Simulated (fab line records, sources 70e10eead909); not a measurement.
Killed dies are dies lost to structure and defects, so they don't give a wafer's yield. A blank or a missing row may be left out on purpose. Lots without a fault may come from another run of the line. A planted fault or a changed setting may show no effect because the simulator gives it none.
Chamber matching | flow nand_harc | NHARC_A_STAIRCASE_TRIM_187 on rie_diel-13: 4 sister chambers
The step chemistry O2, time 211.2 s. 8 wafers are shown with their chamber, then 8 later ones without.

WAFERS WITH THEIR CHAMBER
wafer  | chamber | showerhead_plenum_p_Torr (Torr) | drypump_motor_current_A (A)
L077.4 | 0       | 3.80                            | 5.5
L077.6 | 0       | 3.80                            | 5.4
L079.3 | 3       | 3.65                            | 6.3
L079.4 | 1       | 3.42                            | 5.6
L082.1 | 1       | 3.41                            | 5.6
L082.2 | 2       | 3.62                            | 6.3
L082.5 | 3       | 3.64                            | 6.3
L085.2 | 2       | 3.61                            | 6.2

WAFERS WITHOUT THEIR CHAMBER
wafer  | showerhead_plenum_p_Torr (Torr) | drypump_motor_current_A (A)
L085.3 | 3.78                            | 5.4
L085.4 | 3.41                            | 5.6
L086.3 | 3.41                            | 5.6
L086.4 | 3.61                            | 6.2
L086.6 | 3.78                            | 5.4
L089.1 | 3.77                            | 5.4
L089.2 | 3.40                            | 5.6
L089.6 | 3.63                            | 6.3

WHICH CHAMBER EACH WENT THROUGH
wafer  | from the rows above     | in truth
L085.3 | 0                       | 0
L085.4 | 1                       | 1
L086.3 | 1                       | 1
L086.4 | 2                       | 2
L086.6 | 0                       | 0
L089.1 | 0                       | 0
L089.2 | 1                       | 1
L089.6 | can't be placed: 3 or 2 | 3
Placed correctly: 7 of 8. Can't be placed from these rows: 1 (the true chamber is among the candidates in 1). Placed wrongly: 0.
How it was worked out, from the rows above alone: a wafer's distance from a chamber is the root of the sum, over the readings, of the square of ((its reading less the chamber's mean) divided by the reading's scatter). The wafer belongs to the nearest chamber; if the next one is less than 2 further off, it can't be placed. A chamber's mean is the mean of its shown wafers. The scatter: the root of (the sum of the squares of (reading less its chamber's mean) over the shown wafers, divided by (wafers less chambers)).
